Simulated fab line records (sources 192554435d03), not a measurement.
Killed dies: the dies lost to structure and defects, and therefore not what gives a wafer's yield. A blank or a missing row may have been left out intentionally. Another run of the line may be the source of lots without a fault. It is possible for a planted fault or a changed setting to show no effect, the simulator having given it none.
Chamber matching ; flow n5_finfet ; N5_WELL_APT_DESCUM_30 on rie_diel-05 has 4 sister chambers
The step chemistry O2, time 7.9 s. 16 wafers are shown with their chamber, then 8 later ones without.

## WAFERS PAIRED WITH THEIR CHAMBERS
wafer;chamber;drypump_motor_current_A (A);throttle_valve_pct (%);showerhead_plenum_p_Torr (Torr)
L074.4;0;5.2;19.94;2.08
L074.5;0;5.2;19.95;2.08
L074.6;1;5.4;20.59;2.11
L077.3;3;4.8;20.33;2.19
L077.4;1;5.4;20.58;2.10
L077.5;0;5.2;19.96;2.08
L079.1;3;4.8;20.33;2.18
L079.3;2;6.3;20.64;2.00
L079.4;0;5.2;19.96;2.08
L083.3;0;5.2;19.98;2.07
L083.5;3;4.8;20.35;2.18
L083.6;0;5.2;19.99;2.07
L091.2;2;6.2;20.66;1.99
L091.3;1;5.4;20.63;2.09
L091.5;3;4.8;20.39;2.18
L092.1;3;4.8;20.38;2.17

SIGNATURES (averages over the wafers above)
reading;chamber 0;chamber 1;chamber 2;chamber 3;scatter within a chamber
drypump_motor_current_A;5.200;5.400;6.250;4.800;0.0204
throttle_valve_pct;19.9633;20.6000;20.6500;20.3560;0.0232
showerhead_plenum_p_Torr;2.0767;2.1000;1.9950;2.1800;0.00697
Rule: for each reading, subtract the chamber's mean from the wafer's reading, divide by that reading's scatter and square the result; add these up over the readings and take the root, which gives the wafer's distance from the chamber. The wafer belongs to the nearest chamber; if the next one is less than 2 further off, it can't be placed. How the scatter is found: for the shown wafers, subtract from each reading the mean of its chamber, square and add these, divide the total by (wafers less chambers), then take the root.

## WAFERS WITHOUT THEIR CHAMBER
wafer;drypump_motor_current_A (A);throttle_valve_pct (%);showerhead_plenum_p_Torr (Torr)
L092.4;5.4;20.64;2.09
L092.6;4.8;20.37;2.17
L094.3;4.8;20.39;2.17
L094.4;5.4;20.64;2.09
L094.6;4.8;20.38;2.17
L096.1;6.2;20.69;1.99
L096.2;5.4;20.63;2.09
L096.4;4.8;20.38;2.17

## THE CHAMBER EACH PASSED THROUGH
wafer;from the rows above;in truth
L092.4;1;1
L092.6;3;3
L094.3;3;3
L094.4;1;1
L094.6;3;3
L096.1;2;2
L096.2;1;1
L096.4;3;3
Correctly placed: 8 of 8. Number that these rows cannot place: 0. Placed wrongly: 0.
